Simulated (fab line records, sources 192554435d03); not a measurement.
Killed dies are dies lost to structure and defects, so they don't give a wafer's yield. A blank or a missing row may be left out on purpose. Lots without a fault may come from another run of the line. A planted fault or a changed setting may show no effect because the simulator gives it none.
Which tool did it? | flow n5_finfet | 11 lots, 33 wafers sampled, at 5 steps of a route of 1938

WHAT THE GAUGES READ, wafer by wafer
N5_BEOL_M0_RS_MEAS_126: measures by four-point-probe. Usual: M0_RS 0.536 ohm/sq, standard deviation 0.021.
lot  | measured     | on            | M0_RS (ohm/sq)    | flag
L669 | day 6 15:20  | film_metro-02 | 0.549 0.529 0.548 |
L670 | day 6 20:17  | film_metro-02 | 0.556 0.538 0.554 |
L668 | day 6 20:53  | film_metro-01 | 0.575 0.560 0.516 |
L671 | day 7 03:47  | film_metro-02 | 0.541 0.549 0.502 |
L678 | day 8 18:36  | film_metro-01 | 0.531 0.548 0.545 |
L679 | day 9 00:40  | film_metro-02 | 0.563 0.559 0.554 |
L683 | day 9 19:57  | film_metro-02 | 0.499 0.501 0.529 |
L684 | day 10 04:59 | film_metro-02 | 0.515 0.541 0.520 |
L688 | day 10 22:43 | film_metro-02 | 0.558 0.530 0.537 |
L689 | day 11 02:04 | film_metro-02 | 0.518 0.540 0.558 |
L691 | day 11 20:10 | film_metro-01 | 0.544 0.545 0.524 |

N5_BEOL_M1_CD_MEAS_11: target cd 17.05 nm. Usual: cd_nm 17.04 nm, standard deviation 0.21.
lot  | measured     | on        | cd_nm (nm)        | flag
L669 | day 6 16:50  | cd_sem-02 | 16.98 17.15 17.37 |
L670 | day 6 21:16  | cd_sem-03 | 16.91 17.00 17.02 |
L668 | day 6 23:18  | cd_sem-01 | 17.03 16.95 17.09 |
L671 | day 7 06:15  | cd_sem-02 | 16.93 17.08 17.69 |
L678 | day 8 20:44  | cd_sem-01 | 16.91 17.21 16.94 |
L679 | day 9 03:02  | cd_sem-02 | 16.87 16.68 16.91 |
L683 | day 9 23:14  | cd_sem-02 | 17.02 16.99 17.05 |
L684 | day 10 06:09 | cd_sem-03 | 16.64 16.69 17.26 |
L688 | day 10 23:46 | cd_sem-01 | 17.01 17.22 17.23 |
L689 | day 11 03:23 | cd_sem-01 | 17.24 16.94 17.12 |
L691 | day 11 21:34 | cd_sem-01 | 17.13 16.98 16.98 |

N5_BEOL_M1_OVL_MEAS_12. Usual: M1_OVL -0.5 nm, standard deviation 0.77.
lot  | measured     | on         | M1_OVL (nm)    | flag
L669 | day 6 16:52  | overlay-01 | 0.2 0.4 0.9    |
L670 | day 6 21:18  | overlay-01 | -0.2 1.1 0.0   |
L668 | day 6 23:20  | overlay-01 | -1.2 -0.8 -1.6 |
L671 | day 7 06:17  | overlay-01 | -1.4 -0.1 -0.4 |
L678 | day 8 20:47  | overlay-02 | -0.6 0.1 -0.3  |
L679 | day 9 03:05  | overlay-02 | -0.9 -1.0 -1.0 |
L683 | day 9 23:16  | overlay-01 | 0.5 1.2 0.3    |
L684 | day 10 06:11 | overlay-02 | -2.0 -1.4 -1.5 |
L688 | day 10 23:47 | overlay-01 | -0.6 -0.1 -0.4 |
L689 | day 11 03:25 | overlay-01 | -0.7 -0.1 -0.2 |
L691 | day 11 21:35 | overlay-02 | 0.6 0.4 0.4    |

N5_BEOL_M4_RC_MEAS_101. Usual: DIBL_N 36.4 mV/V, standard deviation 1.6; DIBL_P 36.2 mV/V, standard deviation 1.8; IOFF_N 0.159 nA/um, standard deviation 0.029; IOFF_P 0.21 nA/um, standard deviation 0.034; ION_N 670 uA/um, standard deviation 12; ION_P 459 uA/um, standard deviation 8.2; SS_N 71.5 mV/dec, standard deviation 0.59; SS_P 73.2 mV/dec, standard deviation 0.54; VT_N 250 mV, standard deviation 3.3; VT_P -250 mV, standard deviation 3.7.
lot  | measured     | on        | DIBL_N (mV/V)  | DIBL_P (mV/V)  | IOFF_N (nA/um)    | IOFF_P (nA/um) | ION_N (uA/um) | ION_P (uA/um) | SS_N (mV/dec)  | SS_P (mV/dec)  | VT_N (mV)   | VT_P (mV)      | flag
L669 | day 8 17:43  | prober-02 | 34.2 34.8 36.8 | 33.1 34.2 35.6 | 0.127 0.133 0.163 | 0.17 0.19 0.21 | 658 660 668   | 450 454 462   | 71.2 70.8 72.0 | 73.0 73.5 72.5 | 253 252 252 | -252 -252 -250 |
L670 | day 9 12:06  | prober-02 | 34.8 37.0 36.3 | 33.3 35.7 34.5 | 0.133 0.170 0.144 | 0.20 0.24 0.22 | 674 685 658   | 465 464 459   | 70.2 71.5 71.6 | 73.3 72.6 73.3 | 252 248 252 | -249 -247 -247 |
L668 | day 8 20:48  | prober-02 | 35.8 36.6 36.6 | 37.4 37.3 37.5 | 0.150 0.153 0.164 | 0.20 0.20 0.21 | 673 659 671   | 460 447 459   | 71.2 71.3 71.5 | 73.4 73.6 73.1 | 248 251 251 | -251 -252 -254 |
L671 | day 9 17:08  | prober-02 | 38.1 39.7 37.4 | 36.5 38.4 35.3 | 0.204 0.260 0.191 | 0.25 0.31 0.24 | 697 698 683   | 472 477 469   | 72.2 72.9 72.1 | 73.0 73.5 73.2 | 248 243 247 | -247 -241 -247 |
L678 | day 11 11:47 | prober-02 | 37.8 37.7 35.8 | 38.0 36.4 34.1 | 0.182 0.181 0.142 | 0.23 0.19 0.16 | 673 684 659   | 463 456 445   | 71.8 72.6 71.4 | 73.8 73.7 72.9 | 250 249 253 | -252 -254 -255 |
L679 | day 11 20:03 | prober-01 | 36.5 34.5 36.1 | 36.5 33.8 36.9 | 0.153 0.119 0.135 | 0.20 0.16 0.20 | 663 657 658   | 457 449 459   | 71.3 70.7 70.6 | 73.3 72.7 73.9 | 250 256 253 | -253 -254 -252 |
L683 | day 12 21:51 | prober-02 | 34.7 36.9 36.5 | 34.2 36.8 35.8 | 0.115 0.151 0.152 | 0.17 0.23 0.20 | 649 661 657   | 448 456 452   | 70.8 71.6 70.8 | 72.9 73.2 73.2 | 254 249 252 | -255 -250 -253 |
L684 | day 13 00:02 | prober-01 | 32.9 34.7 33.8 | 34.3 34.9 33.9 | 0.119 0.137 0.137 | 0.18 0.19 0.18 | 657 665 670   | 457 458 464   | 70.4 70.4 70.4 | 72.8 73.4 73.3 | 251 253 250 | -251 -250 -250 |
L688 | day 13 16:05 | prober-02 | 39.1 38.5 39.0 | 37.3 36.3 38.0 | 0.199 0.188 0.196 | 0.22 0.21 0.25 | 683 695 679   | 460 470 462   | 71.9 71.4 71.4 | 73.5 73.1 73.4 | 247 245 245 | -250 -250 -246 |
L689 | day 13 23:15 | prober-02 | 35.5 38.6 36.9 | 34.9 39.7 37.1 | 0.113 0.190 0.152 | 0.14 0.20 0.16 | 649 673 675   | 443 453 455   | 71.2 72.2 71.9 | 72.3 73.7 72.9 | 257 250 251 | -262 -253 -258 |
L691 | day 14 23:20 | prober-02 | 37.0 32.8 32.9 | 37.7 33.8 34.5 | 0.179 0.114 0.119 | 0.27 0.20 0.23 | 671 657 660   | 468 466 464   | 72.1 70.8 70.8 | 73.9 72.3 73.0 | 248 255 249 | -245 -246 -247 |

WHICH TOOL RAN EACH LOT (tool, then ch and the chambers of the sampled wafers, then the start)
lot  | N5_BEOL_M1_COAT_68
L669 | litho_track-02 ch 0, day 6 17:28
L670 | litho_track-04 ch 0, day 6 22:01
L668 | litho_track-02 ch 0, day 7 00:04
L671 | litho_track-02 ch 0, day 7 06:56
L678 | litho_track-02 ch 0, day 8 21:34
L679 | litho_track-02 ch 0, day 9 03:43
L683 | litho_track-05 ch 0, day 9 23:55
L684 | litho_track-04 ch 0, day 10 07:48
L688 | litho_track-05 ch 0, day 11 00:29
L689 | litho_track-05 ch 0, day 11 03:59
L691 | litho_track-05 ch 0, day 11 22:11
- N5_BEOL_M1_COAT_68: time 60 s, resist thk 12 nm.

WHAT THE TOOLS THEMSELVES READ (means of the sampled wafers that have a number; where no wafer has one, the mark that the record gives instead)
N5_BEOL_M1_COAT_68. Usual: heater_power_total_W 427.5 W, standard deviation 2.1; resist_line_temp_C 22.99 C, standard deviation 0.1; spin_speed_rpm 1500.1 rpm, standard deviation 0.93.
lot  | tool           | heater_power_total_W (W) | resist_line_temp_C (C) | spin_speed_rpm (rpm) | flag
L669 | litho_track-02 | 427.1                    | 23.00                  | 1500.3               |
L670 | litho_track-04 | 426.2                    | 23.05                  | 1499.6               |
L668 | litho_track-02 | 425.6                    | 22.98                  | 1499.4               |
L671 | litho_track-02 | 426.8                    | 22.94                  | 1500.5               |
L678 | litho_track-02 | 426.8                    | 22.84                  | 1596.4               | OFF
L679 | litho_track-02 | 427.1                    | 22.90                  | 1596.2               | OFF
L683 | litho_track-05 | 426.3                    | 22.97                  | 1499.4               |
L684 | litho_track-04 | 427.6                    | 22.87                  | 1500.8               |
L688 | litho_track-05 | 426.0                    | 22.99                  | 1499.8               |
L689 | litho_track-05 | 428.5                    | 22.97                  | 1498.6               |
L691 | litho_track-05 | 428.3                    | 23.01                  | 1501.3               |

THE ANSWER, worked out from the rows above alone
Rule: a lot is off if the mean of its wafers that have a number lies more than 3 standard deviations from the usual mean. A lot without any number at a reading at which 4 lots or more have one is off too. The other lots that the step has rows for count as sound. The gauges are gone through in route order, then the tools' own readings, and for those a lot's mean is taken as printed above. The first step at which some lot is off is used, and at that step the reading that is off furthest; a lot without a number counts as furthest.
Off: L678, L679, at N5_BEOL_M1_COAT_68 (spin_speed_rpm).
A tool fits if, at that step or a process step before it, it ran every lot that is off, and no sound lot after the first of them. One fits: litho_track-02 at N5_BEOL_M1_COAT_68. Its last sound lot is L671 (day 7 06:56), its first lot that is off L678 (day 8 21:34): a fault that began between those two fits.
The tool's own readings at N5_BEOL_M1_COAT_68 bear it out: on the lots that are off they differ by more than 5 times the standard deviation of the sound lots' means. spin_speed_rpm reads 1596.3 rpm there against 1500.0 rpm on the sound lots.

WHAT THE SIMULATOR HAD PUT IN
Process parameter drift: litho_track-02, from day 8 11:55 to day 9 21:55, at N5_BEOL_M1_COAT_68. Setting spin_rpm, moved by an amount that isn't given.
Lots struck among those shown: L678, L679. The rule above found the same.
